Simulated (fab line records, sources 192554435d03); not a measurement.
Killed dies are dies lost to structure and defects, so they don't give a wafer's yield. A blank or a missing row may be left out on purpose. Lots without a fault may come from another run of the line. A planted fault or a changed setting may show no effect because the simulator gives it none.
Which tool did it? | flow n5_finfet | 10 lots, 26 wafers sampled, at 2 steps of a route of 1938

WHAT THE GAUGES READ, wafer by wafer
N5_BEOL_M2_INSPECT_13: inspects for defects (brightfield).
lot  | measured     | on                | raw_defect_count
L613 | day 6 22:50  | defect_inspect-01 | 390 515 368
L614 | day 7 02:40  | defect_inspect-02 | 322 460 283
L615 | day 7 03:28  | defect_inspect-02 | 306 356
L617 | day 7 10:44  | defect_inspect-01 | 433 392 489
L618 | day 8 00:24  | defect_inspect-01 | 496 468 357
L625 | day 10 01:25 | defect_inspect-02 | 399 412 460
L626 | day 10 05:17 | defect_inspect-01 | 366 506
L627 | day 10 14:19 | defect_inspect-01 | 313 490
L628 | day 10 21:26 | defect_inspect-01 | 406 322 424
L632 | day 11 12:00 | defect_inspect-01 | 360 391

WHICH TOOL RAN EACH LOT (tool, then ch and the chambers of the sampled wafers, then the start)
lot  | N5_BEOL_M1_CO_CAP_55
L613 | cvd_co-01 ch 0,1,2, day 6 21:34
L614 | cvd_co-02 ch 0,1,2, day 7 01:14
L615 | cvd_co-01 ch 1,2, day 7 01:53
L617 | cvd_co-02 ch 0,1,2, day 7 09:04
L618 | cvd_co-02 ch 0,1, day 7 21:38
L625 | cvd_co-02 ch 1,2, day 9 23:17
L626 | cvd_co-01 ch 0,2, day 10 02:58
L627 | cvd_co-02 ch 1,2, day 10 05:31
L628 | cvd_co-02 ch 1,2, day 10 20:12
L632 | cvd_co-02 ch 1,2, day 11 10:39
- N5_BEOL_M1_CO_CAP_55: material Co, precursor CCTBA/H2, target thk 2 nm, time 102.1 s.

THE ANSWER, worked out from the rows above alone
Rule: what is usual is taken from the lots themselves. Put in order of their means at a reading, lots are off if they are a third of the lots or fewer, leave a main group of 4 or more, and stand apart from it by a gap of 3 or more times the standard deviation of the main group's means; of several such gaps the widest counts. A main group whose means are all the same, to the digits that the tables above print for the reading, isn't used. A lot without any number at a reading at which 4 lots or more have one is off too. The other lots that the step has rows for count as sound.
No lot is off at any reading shown: from this, nothing can be told.

WHAT THE SIMULATOR HAD PUT IN
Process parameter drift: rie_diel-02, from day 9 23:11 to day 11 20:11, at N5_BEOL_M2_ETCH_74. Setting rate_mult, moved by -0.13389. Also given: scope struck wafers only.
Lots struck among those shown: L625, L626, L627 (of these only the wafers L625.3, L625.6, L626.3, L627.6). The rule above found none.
